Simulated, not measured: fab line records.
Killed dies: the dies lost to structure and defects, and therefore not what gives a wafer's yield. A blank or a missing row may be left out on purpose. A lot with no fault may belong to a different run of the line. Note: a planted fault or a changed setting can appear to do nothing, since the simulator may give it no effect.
Matching of chambers / flow n5_finfet / 4 sister chambers for N5_BEOL_M10_ETCH_66 on rie_diel-05
The step etches SOC in N2/H2, target depth 120 nm, overetch 24 nm, time 180 s. 8 wafers are shown with their chamber, then 7 later ones without.

== WAFERS, EACH WITH ITS CHAMBER ==
wafer=L079.2; chamber=2; showerhead_plenum_p_Torr (Torr)=2.57; oes_product_au (a.u.)=0.61
wafer=L080.6; chamber=2; showerhead_plenum_p_Torr (Torr)=2.57; oes_product_au (a.u.)=0.60
wafer=L081.2; chamber=3; showerhead_plenum_p_Torr (Torr)=2.51; oes_product_au (a.u.)=0.57
wafer=L087.3; chamber=1; showerhead_plenum_p_Torr (Torr)=2.61; oes_product_au (a.u.)=0.69
wafer=L087.5; chamber=0; showerhead_plenum_p_Torr (Torr)=2.41; oes_product_au (a.u.)=0.55
wafer=L087.6; chamber=1; showerhead_plenum_p_Torr (Torr)=2.61; oes_product_au (a.u.)=0.69
wafer=L091.1; chamber=0; showerhead_plenum_p_Torr (Torr)=2.41; oes_product_au (a.u.)=0.56
wafer=L091.2; chamber=3; showerhead_plenum_p_Torr (Torr)=2.50; oes_product_au (a.u.)=0.56

== WAFERS WHOSE CHAMBER IS MISSING ==
wafer=L091.6; showerhead_plenum_p_Torr (Torr)=2.50; oes_product_au (a.u.)=0.56
wafer=L094.2; showerhead_plenum_p_Torr (Torr)=2.41; oes_product_au (a.u.)=0.54
wafer=L094.3; showerhead_plenum_p_Torr (Torr)=2.50; oes_product_au (a.u.)=0.56
wafer=L094.5; showerhead_plenum_p_Torr (Torr)=2.41; oes_product_au (a.u.)=0.55
wafer=L095.4; showerhead_plenum_p_Torr (Torr)=2.60; oes_product_au (a.u.)=0.67
wafer=L095.5; showerhead_plenum_p_Torr (Torr)=2.40; oes_product_au (a.u.)=0.54
wafer=L095.6; showerhead_plenum_p_Torr (Torr)=2.49; oes_product_au (a.u.)=0.54

== WHICH CHAMBER EACH WENT THROUGH ==
wafer=L091.6; from the rows above=3; in truth=3
wafer=L094.2; from the rows above=0; in truth=0
wafer=L094.3; from the rows above=3; in truth=3
wafer=L094.5; from the rows above=0; in truth=0
wafer=L095.4; from the rows above=1; in truth=1
wafer=L095.5; from the rows above=0; in truth=0
wafer=L095.6; from the rows above=3; in truth=3
7 of 7 placed correctly. Not placeable from these rows: 0. Wrongly placed: 0.
How it was worked out, from the rows above alone: a wafer's distance from a chamber is the root of the sum, over the readings, of the square of ((its reading less the chamber's mean) divided by the reading's scatter). If the next closest chamber is less than 2 further off than the closest, the wafer can't be placed; otherwise it belongs to the closest. The mean given for a chamber averages the wafers shown for that chamber. The scatter: take each reading less its chamber's mean, square it, sum over the shown wafers, divide by the number of wafers less the number of chambers, and take the root.
